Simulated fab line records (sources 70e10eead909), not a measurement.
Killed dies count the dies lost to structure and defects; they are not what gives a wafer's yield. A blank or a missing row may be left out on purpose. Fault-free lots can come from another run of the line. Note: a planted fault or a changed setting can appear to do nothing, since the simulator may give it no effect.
Matching of chambers :: flow nandHarc :: NHARC_A_STAIRCASE_DESCUM_186 on rieDiel-08 has 4 sister chambers
The step chemistry O2, time 3 s. 8 wafers are shown with their chamber, then 9 later ones without.

## WAFERS, EACH WITH ITS CHAMBER
wafer: L074.6
chamber: 3
showerheadPlenumPTorr (Torr): 1.83
drypumpMotorCurrentA (A): 6.5

wafer: L076.1
chamber: 2
showerheadPlenumPTorr (Torr): 1.95
drypumpMotorCurrentA (A): 6.2

wafer: L078.4
chamber: 3
showerheadPlenumPTorr (Torr): 1.83
drypumpMotorCurrentA (A): 6.5

wafer: L082.1
chamber: 0
showerheadPlenumPTorr (Torr): 1.92
drypumpMotorCurrentA (A): 6.2

wafer: L082.6
chamber: 1
showerheadPlenumPTorr (Torr): 1.85
drypumpMotorCurrentA (A): 6.0

wafer: L084.1
chamber: 2
showerheadPlenumPTorr (Torr): 1.95
drypumpMotorCurrentA (A): 6.3

wafer: L084.4
chamber: 1
showerheadPlenumPTorr (Torr): 1.85
drypumpMotorCurrentA (A): 6.1

wafer: L084.5
chamber: 0
showerheadPlenumPTorr (Torr): 1.91
drypumpMotorCurrentA (A): 6.2

## WAFERS MISSING THEIR CHAMBER
wafer: L089.2
showerheadPlenumPTorr (Torr): 1.82
drypumpMotorCurrentA (A): 6.5

wafer: L089.3
showerheadPlenumPTorr (Torr): 1.85
drypumpMotorCurrentA (A): 6.0

wafer: L089.6
showerheadPlenumPTorr (Torr): 1.91
drypumpMotorCurrentA (A): 6.2

wafer: L091.2
showerheadPlenumPTorr (Torr): 1.91
drypumpMotorCurrentA (A): 6.2

wafer: L091.3
showerheadPlenumPTorr (Torr): 1.85
drypumpMotorCurrentA (A): 6.0

wafer: L091.4
showerheadPlenumPTorr (Torr): 1.94
drypumpMotorCurrentA (A): 6.2

wafer: L097.2
showerheadPlenumPTorr (Torr): 1.84
drypumpMotorCurrentA (A): 6.0

wafer: L097.3
showerheadPlenumPTorr (Torr): 1.94
drypumpMotorCurrentA (A): 6.3

wafer: L097.6
showerheadPlenumPTorr (Torr): 1.81
drypumpMotorCurrentA (A): 6.5

## WHICH CHAMBER EACH ONE RAN IN
wafer: L089.2
from the rows above: 3
in truth: 3

wafer: L089.3
from the rows above: 1
in truth: 1

wafer: L089.6
from the rows above: 0
in truth: 0

wafer: L091.2
from the rows above: 0
in truth: 0

wafer: L091.3
from the rows above: 1
in truth: 1

wafer: L091.4
from the rows above: 2
in truth: 2

wafer: L097.2
from the rows above: 1
in truth: 1

wafer: L097.3
from the rows above: 2
in truth: 2

wafer: L097.6
from the rows above: 3
in truth: 3
Placed correctly: 9 of 9. Number that these rows cannot place: 0. Placed wrongly: 0.
How it was worked out, from the rows above alone: a wafer's distance from a chamber is the root of the sum, over the readings, of the square of ((its reading less the chamber's mean) divided by the reading's scatter). The wafer belongs to the nearest chamber; if the next one is less than 2 further off, it can't be placed. A chamber's mean is the mean of its shown wafers. The scatter is the square root of a quotient: the sum, over the shown wafers, of each reading's squared deviation from its chamber's mean, divided by wafers minus chambers.
